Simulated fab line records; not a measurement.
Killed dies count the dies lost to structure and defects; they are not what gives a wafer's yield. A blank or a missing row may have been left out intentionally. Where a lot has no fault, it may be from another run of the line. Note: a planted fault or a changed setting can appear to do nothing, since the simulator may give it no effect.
Matching of chambers	flow n5_finfet	rie_diel-02 running N5_BEOL_M4_DESCUM_16: 4 sister chambers
The step chemistry O2, time 7 s. 4 wafers are shown with their chamber, then 7 later ones without.

## WAFERS WITH THEIR CHAMBER
wafer	chamber	showerhead_plenum_p_Torr (Torr)
L078.6	3	2.05
L081.4	2	2.02
L086.1	0	2.10
L086.2	1	2.11

## WAFERS MISSING THEIR CHAMBER
wafer	showerhead_plenum_p_Torr (Torr)
L086.3	2.04
L090.3	2.10
L090.4	2.04
L090.6	2.10
L092.2	2.09
L092.3	2.04
L092.4	2.01

## WHICH CHAMBER EACH WENT THROUGH
wafer	from the rows above	in truth
L086.3	can't be placed: 3 or 2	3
L090.3	can't be placed: 0 or 1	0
L090.4	can't be placed: 3 or 2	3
L090.6	can't be placed: 0 or 1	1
L092.2	can't be placed: 0 or 1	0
L092.3	can't be placed: 3 or 2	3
L092.4	2	2
Correctly placed: 1 of 7. Cannot be placed on the basis of these rows: 6; the candidates contain the true chamber in 6. Placed wrongly: 0.
How it was worked out, from the rows above alone: a wafer's distance from a chamber is the root of the sum, over the readings, of the square of ((its reading less the chamber's mean) divided by the reading's scatter). If the next closest chamber is less than 2 further off than the closest, the wafer can't be placed; otherwise it belongs to the closest. For every chamber, the mean is computed from those of its wafers that are shown. The scatter: with one shown wafer a chamber, the root of the mean of the squares of how far each hidden wafer lies from its nearest shown one.
